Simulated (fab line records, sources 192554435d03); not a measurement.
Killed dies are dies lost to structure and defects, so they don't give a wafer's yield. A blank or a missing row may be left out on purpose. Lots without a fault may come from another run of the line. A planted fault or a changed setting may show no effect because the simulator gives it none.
Chamber matching | flow n5_finfet | N5_BEOL_M2_STRIP_66 on rie_diel-04: 4 sister chambers
The step strips in CF4. 8 wafers are shown with their chamber, then 7 later ones without.

WAFERS WITH THEIR CHAMBER
wafer  | chamber | drypump_motor_current_A (A) | showerhead_plenum_p_Torr (Torr)
L077.1 | 2       | 5.8                         | 1.80
L077.5 | 0       | 4.8                         | 1.81
L077.6 | 1       | 5.9                         | 1.86
L083.3 | 3       | 5.8                         | 1.73
L083.5 | 3       | 5.8                         | 1.73
L083.6 | 2       | 5.8                         | 1.80
L087.1 | 1       | 5.9                         | 1.85
L087.2 | 0       | 4.7                         | 1.81

WAFERS WITHOUT THEIR CHAMBER
wafer  | drypump_motor_current_A (A) | showerhead_plenum_p_Torr (Torr)
L087.3 | 5.7                         | 1.73
L089.1 | 4.8                         | 1.81
L089.2 | 5.9                         | 1.85
L089.3 | 5.8                         | 1.73
L091.2 | 4.8                         | 1.80
L091.4 | 5.7                         | 1.72
L091.6 | 5.9                         | 1.84

WHICH CHAMBER EACH WENT THROUGH
wafer  | from the rows above | in truth
L087.3 | 3                   | 3
L089.1 | 0                   | 0
L089.2 | 1                   | 1
L089.3 | 3                   | 3
L091.2 | 0                   | 0
L091.4 | 3                   | 3
L091.6 | 1                   | 1
Placed correctly: 7 of 7. Can't be placed from these rows: 0. Placed wrongly: 0.
How it was worked out, from the rows above alone: a wafer's distance from a chamber is the root of the sum, over the readings, of the square of ((its reading less the chamber's mean) divided by the reading's scatter). The wafer belongs to the nearest chamber; if the next one is less than 2 further off, it can't be placed. A chamber's mean is the mean of its shown wafers. The scatter: the root of (the sum of the squares of (reading less its chamber's mean) over the shown wafers, divided by (wafers less chambers)).
